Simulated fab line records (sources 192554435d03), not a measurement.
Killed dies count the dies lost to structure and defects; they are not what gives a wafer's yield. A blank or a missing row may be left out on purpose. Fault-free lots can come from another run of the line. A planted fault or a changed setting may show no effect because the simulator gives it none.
The tool behind it: which one? | flow n5_finfet | 12 lots, 36 wafers sampled, at 3 steps of a route of 1938

== WHAT THE GAUGES SHOWED, per wafer ==
N5_BEOL_M6_CD_MEAS_18: pitch 80 nm, target cd 40 nm.
lot  | measured     | on        | cd_nm (nm)
L075 | day 8 21:31  | cd_sem-02 | 40.8 41.2 40.9
L077 | day 9 12:36  | cd_sem-01 | 41.0 40.3 40.0
L079 | day 10 00:29 | cd_sem-01 | 39.9 39.1 39.8
L080 | day 11 14:17 | cd_sem-01 | 39.9 38.6 38.9
L082 | day 12 04:35 | cd_sem-02 | 39.8 39.0 40.1
L086 | day 12 15:52 | cd_sem-01 | 40.6 40.6 40.0
L084 | day 12 19:04 | cd_sem-03 | 38.9 39.7 40.4
L088 | day 13 15:50 | cd_sem-02 | 40.8 40.4 40.0
L094 | day 14 01:59 | cd_sem-02 | 40.9 40.3 39.6
L093 | day 14 14:56 | cd_sem-03 | 38.4 39.4 39.2
L092 | day 14 22:29 | cd_sem-02 | 40.3 40.4 40.4
L097 | day 15 07:25 | cd_sem-01 | 39.6 39.0 39.2

== WHICH TOOL RAN EACH LOT (tool, then ch and the chambers of the sampled wafers, then the start) ==
lot  | N5_BEOL_M6_HM_OPEN_17             | N5_BEOL_M6_STRIP_19
L075 | rie_metal-02 ch 0,1, day 8 21:22  | rie_diel-06 ch 0,1, day 8 21:27
L077 | rie_metal-03 ch 0,1, day 9 12:27  | rie_diel-02 ch 0,2,3, day 9 12:32
L079 | rie_metal-03 ch 0,1, day 10 00:17 | rie_diel-05 ch 1,2,3, day 10 00:25
L080 | rie_metal-03 ch 0, day 11 14:07   | rie_diel-06 ch 0,1,3, day 11 14:13
L082 | rie_metal-03 ch 0,1, day 12 04:24 | rie_diel-06 ch 1,2, day 12 04:31
L086 | rie_metal-03 ch 0,1, day 12 15:41 | rie_diel-05 ch 0,1,3, day 12 15:49
L084 | rie_metal-01 ch 0,1, day 12 18:55 | rie_diel-06 ch 0,2,3, day 12 19:00
L088 | rie_metal-01 ch 0,1, day 13 15:40 | rie_diel-05 ch 0,2,3, day 13 15:46
L094 | rie_metal-03 ch 0,1, day 14 01:41 | rie_diel-02 ch 1,2, day 14 01:55
L093 | rie_metal-01 ch 0,1, day 14 14:46 | rie_diel-05 ch 0,2,3, day 14 14:52
L092 | rie_metal-03 ch 0,1, day 14 22:18 | rie_diel-06 ch 1,3, day 14 22:25
L097 | rie_metal-03 ch 0,1, day 15 07:09 | rie_diel-02 ch 0,3, day 15 07:20
- N5_BEOL_M6_HM_OPEN_17: chemistry Cl2/BCl3, target TiN, target depth 20 nm, overetch 6 nm.
- N5_BEOL_M6_STRIP_19: strips in O2.

== THE ANSWER, worked out from the rows above alone ==
Rule: the usual values come from the lots themselves. Put in order of their means at a reading, lots are off if they are a third of the lots or fewer, leave a main group of 4 or more, and stand apart from it by a gap of 3 or more times the standard deviation of the main group's means; of several such gaps the widest counts. A main group is skipped when, at the precision printed for the reading in the tables above, its means are all equal. Also off: a lot with no number at a reading for which 4 or more lots have one. Where the step has rows for the other lots, those lots are counted as sound.
No lot is off on any of the readings shown, so nothing can be concluded from this.

== WHAT THE SIMULATOR HAD PUT IN ==
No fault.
